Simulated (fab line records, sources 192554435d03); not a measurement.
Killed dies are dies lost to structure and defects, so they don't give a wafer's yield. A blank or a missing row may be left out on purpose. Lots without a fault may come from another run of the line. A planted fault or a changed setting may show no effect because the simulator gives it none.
One fault seen from 3 desks | flow n5_finfet | each desk has only its own numbers; what lay behind them comes last

THE DEFECT DESK
What the inspections along the route counted, lot by lot: means of the sampled wafers that have a number. A lot is out of limits, marked OUT, if its mean lies more than 4 standard deviations from the usual mean; the brackets give that distance.
Columns: A = raw_defect_count at N5_BEOL_M13_INSPECT_55, usual 74
lot  | first seen here | A
L947 | day 11 12:38    | 75
L951 | day 12 18:14    | 48
L953 | day 13 17:11    | 83
L952 | day 13 17:54    | 56
L959 | day 14 21:40    | 90
L957 | day 14 22:52    | 62
L962 | day 15 18:33    | 60
L961 | day 15 21:29    | 69
L966 | day 17 05:58    | 63
L967 | day 17 20:52    | 71
This desk's finding: nothing out of limits on any of the 10 lots.

THE TOOL OWNER'S DESK: pecvd-01
The tool's own readings at N5_BEOL_M14_ILD_DEP_00 (deposits SiO2 from TEOS/O2, target thk 1119.3 nm, time 237.4 s): means of the sampled wafers that have a number, for each lot that ran on this tool. A lot is out of limits, marked OUT, if its mean lies more than 4 standard deviations from the usual mean; the brackets give that distance.
Columns: A = heater_power_w at N5_BEOL_M14_ILD_DEP_00, usual 530 W; B = run_length_s at N5_BEOL_M14_ILD_DEP_00, usual 280.6 s; C = showerhead_plenum_p_Torr at N5_BEOL_M14_ILD_DEP_00, usual 8.333 Torr; D = showerhead_vpp_V at N5_BEOL_M14_ILD_DEP_00, usual 1825 V; E = susceptor_temp_C at N5_BEOL_M14_ILD_DEP_00, usual 400.01 C; F = throttle_valve_pct at N5_BEOL_M14_ILD_DEP_00, usual 18.5 %
lot  | first seen here | A   | B               | C     | D    | E      | F
L947 | day 11 12:40    | 586 | 281.1           | 8.334 | 1841 | 399.84 | 19.0
L952 | day 13 17:56    | 600 | 280.8           | 8.329 | 1844 | 400.06 | 18.8
L959 | day 14 21:42    | 607 | 266.9 (-24) OUT | 8.316 | 1850 | 400.11 | 19.1
L957 | day 14 22:55    | 557 | 267.4 (-23) OUT | 8.343 | 1841 | 400.20 | 18.2
L961 | day 15 21:32    | 483 | 271.5 (-16) OUT | 8.356 | 1807 | 400.12 | 18.2
This desk's finding: out of limits on L957, L959, L961; first on L959, day 14 21:42 (run_length_s at N5_BEOL_M14_ILD_DEP_00). In limits: L947, L952.

THE METROLOGY DESK
What the gauges read, lot by lot, whatever tool the lot ran on: means of the sampled wafers that have a number. A lot is out of limits, marked OUT, if its mean lies more than 4 standard deviations from the usual mean; the brackets give that distance.
Columns: A = M14_ILD_THK at N5_BEOL_M14_THK_MEAS_01, usual 1109 nm
lot  | first seen here | A
L947 | day 11 12:56    | 1110
L951 | day 12 18:28    | 1105
L953 | day 13 17:25    | 1106
L952 | day 13 18:07    | 1117
L959 | day 14 21:53    | 1052 (-4.0) OUT
L957 | day 14 23:06    | 1036 (-5.2) OUT
L962 | day 15 18:47    | 1115
L961 | day 15 21:43    | 1044 (-4.7) OUT
L966 | day 17 06:12    | 1109
L967 | day 17 21:05    | 1108
This desk's finding: out of limits on L957, L959, L961; first on L959, day 14 21:53 (M14_ILD_THK at N5_BEOL_M14_THK_MEAS_01). In limits: L947, L951, L953, L952, L962, L966, L967.

PUT TOGETHER
The tool owner's desk could have raised an alarm at day 14 21:42, on L957, L959, L961.
The metrology desk could have raised an alarm at day 14 21:53, on L957, L959, L961.
The defect desk saw nothing out of limits.
The defect desk has L957, L959, L961 on record, within its limits.
Of the lots named, all ran N5_BEOL_M14_ILD_DEP_00 on pecvd-01.

WHAT THE SIMULATOR HAD PUT IN
Process parameter drift: pecvd-01, from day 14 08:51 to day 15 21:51, at N5_BEOL_M14_ILD_DEP_00. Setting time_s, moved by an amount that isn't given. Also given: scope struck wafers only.
Lots struck among those shown: L957, L959, L961.
Hours from the fault's start to each desk's first reading out of limits: the tool owner's desk, 13; the metrology desk, 13.
